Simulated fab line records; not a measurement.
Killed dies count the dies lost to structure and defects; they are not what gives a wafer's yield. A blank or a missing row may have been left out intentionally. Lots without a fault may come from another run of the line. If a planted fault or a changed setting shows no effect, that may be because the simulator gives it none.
Which tool was responsible? -- flow nandHarc -- 13 lots with 39 wafers sampled at 5 steps, on a route of 1159 steps

## WHAT THE GAUGES SHOWED, per wafer
NHARC_A_CONTACT_CD_MEAS_15. Usual: cdNm reads 90.0 nm (standard deviation 0.55).
lot,measured,on,cdNm (nm),flag
L111,day 16 11:04,cdSem-02,89.8 89.4 90.0,
L112,day 17 05:05,cdSem-02,90.4 89.9 90.8,
L114,day 17 12:58,cdSem-03,89.4 89.0 90.8,
L115,day 17 17:31,cdSem-03,90.5 90.8 90.0,
L118,day 19 00:59,cdSem-02,90.7 90.4 89.8,
L122,day 19 12:01,cdSem-02,89.6 89.6 90.2,
L121,day 19 12:49,cdSem-03,89.9 89.7 90.9,
L126,day 20 09:29,cdSem-03,89.8 89.2 90.8,
L129,day 21 13:20,cdSem-01,90.0 89.6 90.3,
L131,day 21 15:26,cdSem-03,90.2 90.1 89.5,
L133,day 22 18:59,cdSem-03,89.6 89.4 89.4,
L132,day 22 20:53,cdSem-03,90.4 89.4 89.7,
L134,day 23 03:49,cdSem-01,89.9 89.6 90.0,

NHARC_A_BLC_CD_MEAS_10: target cd 100 nm. Usual: cdNm reads 99.9 nm (standard deviation 0.65).
lot,measured,on,cdNm (nm),flag
L111,day 16 19:54,cdSem-02,99.9 98.9 98.5,
L112,day 17 11:26,cdSem-03,99.9 100.4 101.5,
L114,day 17 18:29,cdSem-02,100.3 99.3 99.7,
L115,day 17 23:17,cdSem-01,100.7 100.4 99.7,
L118,day 19 04:44,cdSem-02,99.1 100.1 99.8,
L122,day 19 15:54,cdSem-02,100.9 98.8 99.0,
L121,day 19 16:13,cdSem-03,98.2 100.5 99.0,
L126,day 20 13:07,cdSem-03,99.4 100.1 99.6,
L129,day 21 16:26,cdSem-02,98.5 100.4 98.4,
L131,day 21 18:26,cdSem-03,99.5 101.3 99.8,
L133,day 22 22:00,cdSem-03,99.2 100.2 99.2,
L132,day 23 00:19,cdSem-03,100.4 101.6 100.0,
L134,day 23 09:45,cdSem-03,100.2 100.2 100.4,

NHARC_END_SORT_01. Usual: killedAtArray 28, standard deviation 11; killedAtOther 0.5, standard deviation 0.87; killedAtPeriphery 2.9, standard deviation 2.2; killedDies 32, standard deviation 11; killedOpen 3.2, standard deviation 1.9; killedShort 1.8, standard deviation 1.4.
lot,measured,on,killedAtArray,killedAtOther,killedAtPeriphery,killedDies,killedOpen,killedShort,flag
L122,day 21 12:09,prober-02,43 32 41,0 0 0,5 6 4,48 38 45,5 7 9,4 3 3,
L121,day 21 22:16,prober-02,11,1,0,12,4,2,

## WHICH TOOL RAN EACH LOT (tool, then ch and the chambers of the sampled wafers, then the start)
lot,NHARC_A_BLC_SOFTBAKE_05,NHARC_A_BLC_ETCH_16
L111,"lithoTrack-06 ch 0, day 16 19:00","rieDiel-09 ch 1,3, day 16 20:10"
L112,"lithoTrack-06 ch 0, day 17 11:00","rieDiel-06 ch 0,1,3, day 17 11:42"
L114,"lithoTrack-01 ch 0, day 17 18:00","rieDiel-06 ch 0,1,2, day 17 18:46"
L115,"lithoTrack-04 ch 0, day 17 22:00","rieDiel-09 ch 0,3, day 17 23:36"
L118,"lithoTrack-06 ch 0, day 19 04:00","rieDiel-06 ch 1,2,3, day 19 05:01"
L122,"lithoTrack-06 ch 0, day 19 15:00","rieDiel-06 ch 0,2, day 19 16:10"
L121,"lithoTrack-04 ch 0, day 19 15:00","rieDiel-02 ch 0,2, day 19 16:29"
L126,"lithoTrack-04 ch 0, day 20 12:00","rieDiel-09 ch 0,1,2, day 20 13:23"
L129,"lithoTrack-01 ch 0, day 21 15:00","rieDiel-09 ch 1,2,3, day 21 16:42"
L131,"lithoTrack-01 ch 0, day 21 17:00","rieDiel-06 ch 0,1,3, day 21 18:43"
L133,"lithoTrack-04 ch 0, day 22 21:00","rieDiel-09 ch 0,1,3, day 22 22:16"
L132,"lithoTrack-04 ch 0, day 22 23:00","rieDiel-06 ch 2,3, day 23 00:35"
L134,"lithoTrack-01 ch 0, day 23 09:00","rieDiel-06 ch 1,2,3, day 23 10:01"
- NHARC_A_BLC_SOFTBAKE_05: time 55 s.
- NHARC_A_BLC_ETCH_16: etches the open film in CF4, target depth 39 nm, time 65 s.

## AS READ BY THE TOOLS THEMSELVES (means over the sampled wafers that have a number; for cases with no such wafer, the mark the record gives instead)
NHARC_A_BLC_SOFTBAKE_05. Usual: exhaustPa 45.0 Pa, standard deviation 0.81; heaterPowerTotalW 188.45 W, standard deviation 0.13; plateTempC 104.97 C, standard deviation 0.12.
lot,tool,exhaustPa (Pa),heaterPowerTotalW (W),plateTempC (C),flag
L111,lithoTrack-06,44.9,188.44,105.04,
L112,lithoTrack-06,44.3,188.38,104.93,
L114,lithoTrack-01,44.5,188.35,104.85,
L115,lithoTrack-04,45.4,188.44,105.13,
L118,lithoTrack-06,45.6,192.21,106.47,OFF
L122,lithoTrack-06,45.5,192.35,106.68,OFF
L121,lithoTrack-04,45.4,188.43,104.80,
L126,lithoTrack-04,44.9,188.54,105.01,
L129,lithoTrack-01,43.8,188.39,104.85,
L131,lithoTrack-01,44.1,188.54,104.85,
L133,lithoTrack-04,45.1,188.44,104.96,
L132,lithoTrack-04,45.0,188.34,105.10,
L134,lithoTrack-01,46.0,188.45,105.07,

NHARC_A_BLC_ETCH_16. Usual: biasW 100.0 W, standard deviation 0.31; cf4FlowSccm 150.0 sccm, standard deviation 0.41; drypumpMotorCurrentA 5.7 A, standard deviation 0.39; oesProductAu 0.999 a.u., standard deviation 0.015; rfVppV 150.9 V, standard deviation 1; showerheadPlenumPTorr 1.74 Torr, standard deviation 0.051; throttleValvePct 13.284 %, standard deviation 0.0093.
lot,tool,biasW (W),cf4FlowSccm (sccm),drypumpMotorCurrentA (A),oesProductAu (a.u.),rfVppV (V),showerheadPlenumPTorr (Torr),throttleValvePct (%),flag
L111,rieDiel-09,99.7,150.1,5.8,0.995,150.5,1.74,13.282,
L112,rieDiel-06,99.6,150.2,5.5,1.003,151.6,1.76,13.276,
L114,rieDiel-06,100.1,149.7,5.5,1.004,151.6,1.79,13.282,
L115,rieDiel-09,100.2,149.7,5.8,0.984,150.2,1.71,13.287,
L118,rieDiel-06,100.1,150.1,5.9,1.002,150.6,1.74,13.279,
L122,rieDiel-06,99.6,150.0,5.5,1.013,152.4,1.77,13.287,
L121,rieDiel-02,99.8,150.3,5.5,1.013,149.5,1.70,13.289,
L126,rieDiel-09,100.1,150.2,5.8,0.985,149.8,1.72,13.287,
L129,rieDiel-09,100.1,149.8,5.8,0.991,150.7,1.74,13.291,
L131,rieDiel-06,99.9,150.3,5.5,1.003,151.3,1.76,13.290,
L133,rieDiel-09,100.4,149.8,5.8,0.987,151.1,1.72,13.277,
L132,rieDiel-06,100.6,150.3,5.9,1.007,150.1,1.69,13.284,
L134,rieDiel-06,99.9,150.3,5.8,1.001,151.2,1.74,13.289,

## THE ANSWER, worked out from the rows above alone
Rule: a lot is off if the mean of its wafers that have a number lies more than 3 standard deviations from the usual mean. A lot without any number at a reading at which 4 lots or more have one is off too. Where the step has rows for the other lots, those lots are counted as sound. Order of review: gauges by route order, followed by the tools' own readings, for which a lot's mean as printed above is used. The first step at which some lot is off is used, and at that step the reading that is off furthest; a lot without a number counts as furthest.
Off, at NHARC_A_BLC_SOFTBAKE_05 on heaterPowerTotalW: L118, L122.
A tool fits if, at that step or a process step before it, it ran every lot that is off, and no sound lot after the first of them. One fits: NHARC_A_BLC_SOFTBAKE_05 on lithoTrack-06. Its last sound lot is L112 (day 17 11:00), its first lot that is off L118 (day 19 04:00): a fault that began between those two fits.
The tool's own readings at NHARC_A_BLC_SOFTBAKE_05 bear it out: on the lots that are off they differ by more than 5 times the standard deviation of the sound lots' means. heaterPowerTotalW reads 192.28 W there against 188.43 W on the sound lots; plateTempC reads 106.58 C there against 104.96 C on the sound lots.

## WHAT HAD BEEN PUT IN BY THE SIMULATOR
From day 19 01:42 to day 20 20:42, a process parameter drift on lithoTrack-06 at NHARC_A_BLC_SOFTBAKE_05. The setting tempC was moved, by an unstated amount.
Shown lots that were struck: L118, L122. The rule above found the same.
